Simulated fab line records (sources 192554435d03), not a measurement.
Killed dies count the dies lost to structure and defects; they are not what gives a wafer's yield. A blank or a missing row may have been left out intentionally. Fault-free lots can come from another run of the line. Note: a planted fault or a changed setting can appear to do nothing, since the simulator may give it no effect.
fab line records | flow n5_finfet
record lots=7 | wafers=21
route steps=1938 shown BEOL_M14@1743 PASS1_CAP@1874 PAD_METAL@1895 PASSIVATION@1901
start_h: hours from the record's opening day to when the first of the lot's shown wafers began | wait_h: hours from the lot's prior step to this one | " unchanged from the row above | L1.1+2: several wafers, shown together as one row | - no value, or no start given | * or withheld: withheld | < > ~ a bound
route shown NAME@n: names a module that has steps shown in the file, with the first one's number in the route | usual: average and standard deviation across the fault-free wafers | same: alike in all rows | chamber/n: place in a boat | sites: per-site readings | _std_site: the standard deviation of these | _edge_site: mean of outer sites minus mean of inner sites | radius_mm: how far each site lies from the wafer's centre | mask NAME#n: copy n | behind: the most recent tool/chamber to have shaped the wafer | hold: why the lot went on hold/how many hours it stayed there/how the hold came to an end | device: transistor that didn't switch, given as n, p or np | end of line: tests of these same wafers at the route's end | for a step that has no rows: nothing shown but its recipe | killed: at the first sort, the dies lost to defects and structure; wafer yield is something else | map: the dies of a wafer, with x for killed, . for not killed, _ for no die there
set.NAME: the run value of the setting; set.NAME@STEP: its run value at that earlier step | model.NAME: the simulator's own value behind a step, which no gauge read
lots with deliberately changed settings; one table per step, one row per wafer
## steps
# step N5_BEOL_M14_PEB_26
# recipe peb_temp_c=130 | peb_time_s=90
lot.wafer  | tool           | chamber | start_h | wait_h | set.peb_temp_c
L077.2+5   | litho_track-02 | 0       | 263.08  | 0.0    | 130
L077.3     | "              | 0       | "       | "      | 128.8
L079.2+6   | litho_track-03 | 0       | 277.26  | 0.0    | 131.9
L079.4     | "              | 0       | "       | "      | 130
L081.4+5+6 | litho_track-02 | 0       | 302.06  | 0.0    | 130
L083.2+3+5 | litho_track-01 | 0       | 308.11  | 0.0    | 130
L084.1+4   | litho_track-02 | 0       | 321.85  | 0.1    | 130
L084.6     | "              | 0       | "       | "      | 132.6
L090.3+4   | litho_track-01 | 0       | 359.66  | 0.0    | 130
L090.5     | "              | 0       | "       | "      | 131.5
L092.1+4   | litho_track-03 | 0       | 363.06  | 0.1    | 132.8
L092.2     | "              | 0       | "       | "      | 130
# step N5_BEOL_M14_DEVELOP_27
# recipe develop_time_s=45 | rinse_liquid=diw | dry=air_spin | dev_temp_c=21
# step N5_BEOL_M14_HARDBAKE_32
# recipe temp_c=130 | time_s=120
# step N5_BEOL_M14_CD_MEAS_28
# recipe target_cd_nm=284.4 | landing_energy_ev=500 | detector=se_inlens
# usual cd_nm=284.5/1.8
lot.wafer | tool      | chamber | start_h | wait_h | set.peb_temp_c@BEOL_M14_PEB_26 | cd_nm
L077.2    | cd_sem-02 | 0       | 263.19  | -      | 130                            | 284.9
L077.3    | "         | 0       | "       | "      | 128.8                          | 277.5
L077.5    | "         | 0       | "       | "      | 130                            | 284.7
L079.2    | cd_sem-03 | 0       | 277.37  | -      | 131.9                          | 292.1
L079.4    | "         | 0       | "       | "      | 130                            | 286.1
L079.6    | "         | 0       | "       | "      | 131.9                          | 292.7
L081.4    | cd_sem-01 | 0       | 302.18  | -      | 130                            | 283.9
L081.5    | "         | 0       | "       | "      | 130                            | 289.3
L081.6    | "         | 0       | "       | "      | 130                            | 285.1
L083.2    | cd_sem-03 | 0       | 308.23  | -      | 130                            | 284.3
L083.3    | "         | 0       | "       | "      | 130                            | 284.2
L083.5    | "         | 0       | "       | "      | 130                            | 282.0
L084.1    | cd_sem-02 | 0       | 321.96  | -      | 130                            | 286.3
L084.4    | "         | 0       | "       | "      | 130                            | 282.5
L084.6    | "         | 0       | "       | "      | 132.6                          | 293.7
L090.3    | cd_sem-03 | 0       | 359.78  | -      | 130                            | 284.9
L090.4    | "         | 0       | "       | "      | 130                            | 286.2
L090.5    | "         | 0       | "       | "      | 131.5                          | 292.9
L092.1    | cd_sem-02 | 0       | 363.18  | -      | 132.8                          | 295.8
L092.2    | "         | 0       | "       | "      | 130                            | 284.0
L092.4    | "         | 0       | "       | "      | 132.8                          | 295.1
# step N5_BEOL_M14_DESCUM_33
# recipe chemistry=O2 | time_s=7.9 | source_power_w=50 | bias_power_w=20 | pressure_mtorr=20 | rf_frequency_hz=2.712e+07 | temp_c=40 | o2_flow_sccm=225
lot.wafer | tool        | chamber | start_h | wait_h | set.peb_temp_c@BEOL_M14_PEB_26 | model.BEOL_M14.cd_nm
L077.2    | rie_diel-01 | 3       | 263.28  | 0.0    | 130                            | 284.8
L077.3    | "           | 2       | "       | "      | 128.8                          | 277.4
L077.5    | "           | 3       | "       | "      | 130                            | 284.4
L079.2    | rie_diel-03 | 3       | 277.62  | 0.2    | 131.9                          | 292
L079.4    | "           | 0       | "       | "      | 130                            | 286.2
L079.6    | "           | 2       | "       | "      | 131.9                          | 292.4
L081.4    | rie_diel-01 | 3       | 302.26  | 0.0    | 130                            | 283.6
L081.5    | "           | 1       | "       | "      | 130                            | 289.2
L081.6    | "           | 2       | "       | "      | 130                            | 285
L083.2+3  | rie_diel-03 | 3,2     | 308.31  | 0.0    | 130                            | 284.2
L083.5    | "           | 2       | "       | "      | 130                            | 282.2
L084.1    | rie_diel-04 | 2       | 322.62  | 0.6    | 130                            | 286.2
L084.4    | "           | 3       | "       | "      | 130                            | 282.8
L084.6    | "           | 3       | "       | "      | 132.6                          | 293.8
L090.3    | rie_diel-03 | 1       | 359.86  | 0.0    | 130                            | 285.2
L090.4    | "           | 2       | "       | "      | 130                            | 286
L090.5    | "           | 1       | "       | "      | 131.5                          | 292.6
L092.1    | rie_diel-03 | 0       | 363.27  | 0.0    | 132.8                          | 295.4
L092.2    | "           | 1       | "       | "      | 130                            | 284
L092.4    | "           | 2       | "       | "      | 132.8                          | 295
# step N5_BEOL_M14_ETCH_67
# recipe chemistry=CF4 | target=SiARC | target_depth_a=1430 | time_s=238.3 | ion_energy_ev=80 | pressure_mtorr=40 | source_w=545 | bias_w=36 | Ar_flow_sccm=100 | cf4_flow_sccm=100 | ends=cleared
lot.wafer | tool        | chamber | start_h | wait_h | set.peb_temp_c@BEOL_M14_PEB_26 | model.BEOL_M14.cd_nm
L077.2    | rie_diel-01 | 3       | 263.32  | 0.0    | 130                            | 280
L077.3    | "           | 2       | "       | "      | 128.8                          | 273.6
L077.5    | "           | 3       | "       | "      | 130                            | 279.2
L079.2    | rie_diel-03 | 3       | 277.66  | 0.0    | 131.9                          | 287.6
L079.4    | "           | 0       | "       | "      | 130                            | 281.2
L079.6    | "           | 2       | "       | "      | 131.9                          | 287.8
L081.4    | rie_diel-01 | 3       | 302.30  | 0.0    | 130                            | 278
L081.5    | "           | 1       | "       | "      | 130                            | 285.2
L081.6    | "           | 2       | "       | "      | 130                            | 281.2
L083.2    | rie_diel-03 | 3       | 308.35  | 0.0    | 130                            | 279.4
L083.3    | "           | 2       | "       | "      | 130                            | 279.6
L083.5    | "           | 2       | "       | "      | 130                            | 278
L084.1    | rie_diel-04 | 2       | 322.66  | 0.0    | 130                            | 281.6
L084.4    | "           | 3       | "       | "      | 130                            | 277.8
L084.6    | "           | 3       | "       | "      | 132.6                          | 288.8
L090.3    | rie_diel-03 | 1       | 359.90  | 0.0    | 130                            | 280.4
L090.4    | "           | 2       | "       | "      | 130                            | 280.6
L090.5    | "           | 1       | "       | "      | 131.5                          | 287.8
L092.1    | rie_diel-03 | 0       | 363.30  | 0.0    | 132.8                          | 290.8
L092.2    | "           | 1       | "       | "      | 130                            | 279.4
L092.4    | "           | 2       | "       | "      | 132.8                          | 289.8
# step N5_BEOL_M14_ETCH_68
# recipe chemistry=N2/H2 | target=SOC | mask_material=SiARC | source_w=3000 | bias_w=350 | temp_c=40 | time_s=450 | ion_energy_ev=200 | pressure_mtorr=30 | n2_flow_sccm=200 | h2_flow_sccm=200
lot.wafer | tool        | chamber | start_h | wait_h | set.time_s | set.peb_temp_c@BEOL_M14_PEB_26 | model.BEOL_M14.cd_nm | model.SiARC_of_BEOL_M14_COAT_66.thk_nm
L077.2    | rie_diel-01 | 3       | 263.46  | 0.1    | 450        | 130                            | 282                  | 65.6
L077.3    | "           | 2       | "       | "      | 450        | 128.8                          | 273.4                | 64.6
L077.5    | "           | 3       | "       | "      | 450        | 130                            | 280.8                | 65.6
L079.2    | rie_diel-03 | 3       | 277.81  | 0.1    | 450        | 131.9                          | 285                  | 65.2
L079.4    | "           | 0       | "       | "      | 450        | 130                            | 279.2                | 65.4
L079.6    | "           | 2       | "       | "      | 450        | 131.9                          | 289.4                | 65.4
L081.4    | rie_diel-01 | 3       | 302.44  | 0.1    | 450        | 130                            | 279.2                | 66.4
L081.5    | "           | 1       | "       | "      | 450        | 130                            | 285.8                | 65.4
L081.6    | "           | 2       | "       | "      | 450        | 130                            | 281.8                | 64.4
L083.2    | rie_diel-03 | 3       | 308.50  | 0.1    | 450        | 130                            | 277.2                | 64.8
L083.3    | "           | 2       | "       | "      | 450        | 130                            | 282.6                | 63.8
L083.5    | "           | 2       | "       | "      | 450        | 130                            | 279.2                | 64.8
L084.1    | rie_diel-04 | 2       | 322.80  | 0.1    | 543        | 130                            | 282.8                | 57
L084.4    | "           | 3       | "       | "      | 450        | 130                            | 278.2                | 65.4
L084.6    | "           | 3       | "       | "      | 543        | 132.6                          | 290.8                | 55.8
L090.3    | rie_diel-03 | 1       | 360.04  | 0.1    | 368.3      | 130                            | 278.2                | 74.4
L090.4    | "           | 2       | "       | "      | 368.3      | 130                            | 280.4                | 72.8
L090.5    | "           | 1       | "       | "      | 450        | 131.5                          | 285.4                | 66.8
L092.1    | rie_diel-03 | 0       | 363.45  | 0.1    | 450        | 132.8                          | 289.2                | 66.4
L092.2    | "           | 1       | "       | "      | 450        | 130                            | 278                  | 68
L092.4    | "           | 2       | "       | "      | 450        | 132.8                          | 292                  | 66.4
# step N5_PASSIVATION_PECVD_01
# recipe material=SiNx | target_thk_a=2000 | temp_c=400 | precursor=SiH4/NH3/N2 | pressure_torr=4.9 | rf_w=1406 | time_s=43.2
lot.wafer | tool     | chamber | start_h | wait_h | set.time_s | model.SiNx_of_PASSIVATION_PECVD_01.thk_nm
L077.2    | pecvd-04 | 2       | 281.99  | 0.0    | 43.2       | 195.6
L077.3    | "        | 0       | "       | "      | 43.2       | 197.2
L077.5    | "        | 0       | "       | "      | 40.42      | 184.6
L079.2    | pecvd-01 | 0       | 294.16  | 0.0    | 43.2       | 201.8
L079.4    | "        | 0       | "       | "      | 43.2       | 205
L079.6    | "        | 1       | "       | "      | 47.39      | 223.8
L081.4    | pecvd-04 | 0       | 321.07  | 0.0    | 43.2       | 199
L081.5    | "        | 2       | "       | "      | 40.65      | 184.4
L081.6    | "        | 1       | "       | "      | 40.65      | 188.6
L083.2    | pecvd-02 | 0       | 330.02  | 0.0    | 43.2       | 197.4
L083.3    | "        | 2       | "       | "      | 43.2       | 200.8
L083.5    | "        | 2       | "       | "      | 43.2       | 203.4
L084.1    | pecvd-01 | 1       | 337.90  | 0.0    | 43.2       | 197.4
L084.4    | "        | 2       | "       | "      | 38.77      | 176.2
L084.6    | "        | 1       | "       | "      | 43.2       | 199
L090.3    | pecvd-02 | 0       | 373.03  | 0.0    | 43.2       | 193.6
L090.4    | "        | 0       | "       | "      | 41.02      | 188.8
L090.5    | "        | 2       | "       | "      | 41.02      | 194.2
L092.1    | pecvd-02 | 0       | 382.47  | 0.0    | 40.71      | 181.8
L092.2    | "        | 1       | "       | "      | 40.71      | 183.2
L092.4    | "        | 0       | "       | "      | 40.71      | 185
# step N5_PASSIVATION_SPUTTER_20
# recipe material=TaN | target_thk_a=500 | temp_c=25 | chamber_pressure_pa=0.4
lot.wafer | tool           | chamber | start_h | wait_h | set.target_thk_a | model.TaN_of_PASSIVATION_SPUTTER_20.thk_nm
L077.2    | pvd_sputter-02 | -       | 283.27  | 0.0    | 437.7            | 44.4
L077.3    | "              | -       | "       | "      | 437.7            | 43.4
L077.5    | "              | -       | "       | "      | 500              | 50.2
L079.2    | pvd_sputter-01 | -       | 295.95  | 0.0    | 518.2            | 51.4
L079.4    | "              | -       | "       | "      | 500              | 49.8
L079.6    | "              | -       | "       | "      | 518.2            | 51.2
L081.4+5  | pvd_sputter-01 | -       | 323.27  | 0.0    | 500              | 49.6
L081.6    | "              | -       | "       | "      | 500              | 49.4
L083.2    | pvd_sputter-03 | -       | 331.35  | 0.0    | 500              | 50.4
L083.3    | "              | -       | "       | "      | 500              | 50.8
L083.5    | "              | -       | "       | "      | 500              | 50
L084.1+4  | pvd_sputter-03 | -       | 340.41  | 0.0    | 500              | 50.4
L084.6    | "              | -       | "       | "      | 500              | 50
L090.3    | pvd_sputter-03 | -       | 375.51  | 0.0    | 500              | 49.2
L090.4    | "              | -       | "       | "      | 551.2            | 54.4
L090.5    | "              | -       | "       | "      | 500              | 49.6
L092.1    | pvd_sputter-01 | -       | 386.30  | 0.0    | 521.5            | 52
L092.2    | "              | -       | "       | "      | 521.5            | 51
L092.4    | "              | -       | "       | "      | 500              | 49.6
# step N5_PASSIVATION_EXPOSE_27
# recipe mask_id=PAD | na=0.55 | source_shape=conventional | sigma_outer=0.8 | polarization=unpolarized | defocus_nm=0 | dose_mj=32.3
lot.wafer  | tool           | chamber | start_h | wait_h | mask  | set.dose_mj
L077.2+3   | krf_scanner-01 | 0       | 283.79  | -      | PAD#0 | 32.3
L077.5     | "              | 0       | "       | "      | PAD#0 | 30.37
L079.2+4+6 | krf_scanner-01 | 0       | 296.35  | -      | PAD#0 | 31.61
L081.4+5+6 | krf_scanner-02 | 0       | 323.69  | -      | PAD#0 | 32.3
L083.2+3+5 | krf_scanner-02 | 0       | 331.75  | -      | PAD#0 | 32.3
L084.1+4   | krf_scanner-02 | 0       | 340.93  | -      | PAD#0 | 32.3
L084.6     | "              | 0       | "       | "      | PAD#0 | 31.29
L090.3     | krf_scanner-01 | 0       | 375.91  | -      | PAD#0 | 32.3
L090.4+5   | "              | 0       | "       | "      | PAD#0 | 34.51
L092.1     | krf_scanner-01 | 0       | 386.69  | -      | PAD#0 | 32.3
L092.2+4   | "              | 0       | "       | "      | PAD#0 | 31.43
# step N5_PASSIVATION_PEB_28
# recipe peb_temp_c=withheld | peb_time_s=*
# step N5_PASSIVATION_DEVELOP_29
# recipe develop_time_s=60 | rinse_liquid=diw | dry=air_spin | dev_temp_c=21
# step N5_PASSIVATION_HARDBAKE_31
# recipe temp_c=130 | time_s=120
# step N5_PASSIVATION_CD_MEAS_30
# recipe target_cd_nm=4000 | landing_energy_ev=500 | detector=se_inlens | polarity=opening
# usual cd_nm=4000.0/1.9
lot.wafer | tool      | chamber | start_h | wait_h | set.dose_mj@PASSIVATION_EXPOSE_27 | cd_nm
L077.2    | cd_sem-01 | 0       | 283.96  | -      | 32.3                              | 4000.0
L077.3    | "         | 0       | "       | "      | 32.3                              | 4000.6
L077.5    | "         | 0       | "       | "      | 30.37                             | 3987.8
L079.2    | cd_sem-01 | 0       | 296.53  | -      | 31.61                             | 3996.0
L079.4    | "         | 0       | "       | "      | 31.61                             | 3994.7
L079.6    | "         | 0       | "       | "      | 31.61                             | 3995.2
L081.4    | cd_sem-03 | 0       | 323.85  | -      | 32.3                              | 4000.5
L081.5    | "         | 0       | "       | "      | 32.3                              | 3999.1
L081.6    | "         | 0       | "       | "      | 32.3                              | 4002.9
L083.2    | cd_sem-03 | 0       | 331.92  | -      | 32.3                              | 4002.5
L083.3    | "         | 0       | "       | "      | 32.3                              | 4002.0
L083.5    | "         | 0       | "       | "      | 32.3                              | 3999.5
L084.1    | cd_sem-02 | 0       | 341.11  | -      | 32.3                              | 3998.7
L084.4    | "         | 0       | "       | "      | 32.3                              | 3998.4
L084.6    | "         | 0       | "       | "      | 31.29                             | 3993.6
L090.3    | cd_sem-03 | 0       | 376.08  | -      | 32.3                              | 4000.0
L090.4    | "         | 0       | "       | "      | 34.51                             | 4009.2
L090.5    | "         | 0       | "       | "      | 34.51                             | 4010.4
L092.1    | cd_sem-02 | 0       | 386.87  | -      | 32.3                              | 4000.3
L092.2    | "         | 0       | "       | "      | 31.43                             | 3996.2
L092.4    | "         | 0       | "       | "      | 31.43                             | 3994.2
## key
split step=N5_BEOL_M14_PEB_26 | setting=peb_temp_c | stated=130 | by=wafer
response step=N5_BEOL_M14_CD_MEAS_28 | reading=cd_nm | change=+5.24 | per=1% | r=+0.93
response step=N5_BEOL_M14_DESCUM_33 | reading=model.BEOL_M14.cd_nm | change=+5.11 | per=1% | r=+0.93
response step=N5_BEOL_M14_ETCH_67 | reading=model.BEOL_M14.cd_nm | change=+5.03 | per=1% | r=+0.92
response step=N5_BEOL_M14_ETCH_68 | reading=model.BEOL_M14.cd_nm | change=+5.7 | per=1% | r=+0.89
split step=N5_BEOL_M14_ETCH_68 | setting=time_s | stated=450 | by=wafer
response step=N5_BEOL_M14_ETCH_68 | reading=model.SiARC_of_BEOL_M14_COAT_66.thk_nm | change=-0.409 | per=1% | r=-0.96
split step=N5_PASSIVATION_PECVD_01 | setting=time_s | stated=43.2 | by=wafer
response step=N5_PASSIVATION_PECVD_01 | reading=model.SiNx_of_PASSIVATION_PECVD_01.thk_nm | change=+1.94 | per=1% | r=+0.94
split step=N5_PASSIVATION_SPUTTER_20 | setting=target_thk_a | stated=500 | by=wafer
response step=N5_PASSIVATION_SPUTTER_20 | reading=model.TaN_of_PASSIVATION_SPUTTER_20.thk_nm | change=+0.491 | per=1% | r=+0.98
split step=N5_PASSIVATION_EXPOSE_27 | setting=dose_mj | stated=32.3 | by=wafer
response step=N5_PASSIVATION_CD_MEAS_30 | reading=cd_nm | change=+1.71 | per=1% | r=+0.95
